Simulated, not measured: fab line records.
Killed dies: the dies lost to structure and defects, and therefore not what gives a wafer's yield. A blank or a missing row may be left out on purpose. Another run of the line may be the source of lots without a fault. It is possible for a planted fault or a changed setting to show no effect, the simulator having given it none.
Split-lot trial / flow n5-finfet / 7 lots, 21 wafers read, on a route of 1938 steps

## ON THE SPLIT
At N5_BEOL_M4_DESCUM_33 (chemistry O2, time 7 s), the setting time-s was moved away from the recipe's 7 s on 6 of the 21 wafers read, by -18.7% to +14.4%. For the rest of the wafers, this setting stayed at what the recipe calls for.

## THE PATH FROM SPLIT TO READING: the file shows 1 step between them
- N5_BEOL_M4_ETCH_77: etches underlayer in N2/H2, target depth 6.5 nm, time 5.2 s

## THE READING
CAR-EUV_of_BEOL_M4_COAT_22.thk-nm (the simulator's own value, which no gauge read), in nm, at N5_BEOL_M4_ETCH_69 (etches SiARC in CF4, target depth 15.6 nm, time 26 s). The file gives no usual value for it. The 15 wafers here that ran the recipe average 11.2 nm, standard deviation 0.1 nm.

wafer=L079.1; tool, chamber at the split=rie-diel-04, 0; time-s as run, s=7; against the recipe=recipe; CAR-EUV_of_BEOL_M4_COAT_22.thk-nm, nm=11.2; against lot-mates on the recipe=-
wafer=L079.5; tool, chamber at the split=rie-diel-04, 0; time-s as run, s=5.692; against the recipe=-18.7%; CAR-EUV_of_BEOL_M4_COAT_22.thk-nm, nm=11.8; against lot-mates on the recipe=+0.5
wafer=L079.6; tool, chamber at the split=rie-diel-04, 1; time-s as run, s=7; against the recipe=recipe; CAR-EUV_of_BEOL_M4_COAT_22.thk-nm, nm=11.4; against lot-mates on the recipe=-
wafer=L081.1; tool, chamber at the split=rie-diel-04, 1,2; time-s as run, s=7; against the recipe=recipe; CAR-EUV_of_BEOL_M4_COAT_22.thk-nm, nm=11.2; against lot-mates on the recipe=-
wafer=L081.5; tool, chamber at the split=rie-diel-04, 1,2; time-s as run, s=7; against the recipe=recipe; CAR-EUV_of_BEOL_M4_COAT_22.thk-nm, nm=11.2; against lot-mates on the recipe=-
wafer=L081.2; tool, chamber at the split=rie-diel-04, 2; time-s as run, s=7; against the recipe=recipe; CAR-EUV_of_BEOL_M4_COAT_22.thk-nm, nm=11; against lot-mates on the recipe=-
wafer=L084.1; tool, chamber at the split=rie-diel-01, 3,2; time-s as run, s=7; against the recipe=recipe; CAR-EUV_of_BEOL_M4_COAT_22.thk-nm, nm=11.2; against lot-mates on the recipe=-
wafer=L084.2; tool, chamber at the split=rie-diel-01, 3,2; time-s as run, s=7; against the recipe=recipe; CAR-EUV_of_BEOL_M4_COAT_22.thk-nm, nm=11.4; against lot-mates on the recipe=-
wafer=L084.4; tool, chamber at the split=rie-diel-01, 3; time-s as run, s=8.01; against the recipe=+14.4%; CAR-EUV_of_BEOL_M4_COAT_22.thk-nm, nm=10.6; against lot-mates on the recipe=-0.7
wafer=L087.2; tool, chamber at the split=rie-diel-04, 0,2,1; time-s as run, s=7; against the recipe=recipe; CAR-EUV_of_BEOL_M4_COAT_22.thk-nm, nm=11.2; against lot-mates on the recipe=-
wafer=L087.3; tool, chamber at the split=rie-diel-04, 0,2,1; time-s as run, s=7; against the recipe=recipe; CAR-EUV_of_BEOL_M4_COAT_22.thk-nm, nm=11.2; against lot-mates on the recipe=-
wafer=L087.4; tool, chamber at the split=rie-diel-04, 0,2,1; time-s as run, s=7; against the recipe=recipe; CAR-EUV_of_BEOL_M4_COAT_22.thk-nm, nm=11.2; against lot-mates on the recipe=-
wafer=L091.2; tool, chamber at the split=rie-diel-01, 3; time-s as run, s=7; against the recipe=recipe; CAR-EUV_of_BEOL_M4_COAT_22.thk-nm, nm=11.2; against lot-mates on the recipe=-
wafer=L091.3; tool, chamber at the split=rie-diel-01, 2,3; time-s as run, s=7.74; against the recipe=+10.6%; CAR-EUV_of_BEOL_M4_COAT_22.thk-nm, nm=10.8; against lot-mates on the recipe=-0.4
wafer=L091.5; tool, chamber at the split=rie-diel-01, 2,3; time-s as run, s=7.74; against the recipe=+10.6%; CAR-EUV_of_BEOL_M4_COAT_22.thk-nm, nm=10.8; against lot-mates on the recipe=-0.4
wafer=L093.2; tool, chamber at the split=rie-diel-04, 3,0; time-s as run, s=7; against the recipe=recipe; CAR-EUV_of_BEOL_M4_COAT_22.thk-nm, nm=11.4; against lot-mates on the recipe=-
wafer=L093.4; tool, chamber at the split=rie-diel-04, 0; time-s as run, s=7; against the recipe=recipe; CAR-EUV_of_BEOL_M4_COAT_22.thk-nm, nm=11.2; against lot-mates on the recipe=-
wafer=L093.6; tool, chamber at the split=rie-diel-04, 3,0; time-s as run, s=7; against the recipe=recipe; CAR-EUV_of_BEOL_M4_COAT_22.thk-nm, nm=11.2; against lot-mates on the recipe=-
wafer=L096.1; tool, chamber at the split=rie-diel-04, 0; time-s as run, s=7; against the recipe=recipe; CAR-EUV_of_BEOL_M4_COAT_22.thk-nm, nm=11.2; against lot-mates on the recipe=-
wafer=L096.2; tool, chamber at the split=rie-diel-04, 2,0; time-s as run, s=7.737; against the recipe=+10.5%; CAR-EUV_of_BEOL_M4_COAT_22.thk-nm, nm=10.8; against lot-mates on the recipe=-0.4
wafer=L096.5; tool, chamber at the split=rie-diel-04, 2,0; time-s as run, s=7.737; against the recipe=+10.5%; CAR-EUV_of_BEOL_M4_COAT_22.thk-nm, nm=11; against lot-mates on the recipe=-0.2
If several chambers appear in one row, that row covers several wafers at once and the file leaves open which wafer was in which chamber.

THE FIT
A straight line over all 21 wafers: CAR-EUV_of_BEOL_M4_COAT_22.thk-nm changes by -0.0352 nm for each +1% of time-s; r = -0.92; the points scatter about the line by 0.1 nm.
The same after taking each lot's own level away (the mean of its wafers on the recipe; 21 wafers): -0.0335 nm for each +1%; r = -0.92; scatter 0.098 nm.
That fit puts the effect of the largest move of time-s on the reading at 0.63 nm.
Across the lots, their own levels run from 11.13 to 11.30 nm, a range of 1.7 times the standard deviation given above.
Hence the lot-to-lot level has little effect on the slope; both slopes agree.
Check: for one of the wafers moved furthest among these (-18.7%), held out of the fit, the line's prediction against its lot-mates is +0.721 nm. Against them it came out at +0.5 nm.

## THE WHOLE CHAIN: every reading that the file lists as answering this split, in the file's order
step=N5_BEOL_M4_DESCUM_33; what it does=chemistry O2, time 7 s; reading=CAR-EUV_of_BEOL_M4_COAT_22.thk-nm (the simulator's own value, which no gauge read); change (the file's fit)=-0.0329 nm for each +1% of the setting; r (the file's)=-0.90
step=N5_BEOL_M4_ETCH_77; what it does=etches underlayer in N2/H2, target depth 6.5 nm, time 5.2 s; reading=CAR-EUV_of_BEOL_M4_COAT_22.thk-nm (the simulator's own value, which no gauge read); change (the file's fit)=-0.0386 nm for each +1% of the setting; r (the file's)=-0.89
step=N5_BEOL_M4_ETCH_69; what it does=etches SiARC in CF4, target depth 15.6 nm, time 26 s; reading=CAR-EUV_of_BEOL_M4_COAT_22.thk-nm (the simulator's own value, which no gauge read); change (the file's fit)=-0.0344 nm for each +1% of the setting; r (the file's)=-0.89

## THE FILE'S OWN FIT
CAR-EUV_of_BEOL_M4_COAT_22.thk-nm changes by -0.0344 nm for each +1% of time-s, r = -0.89.
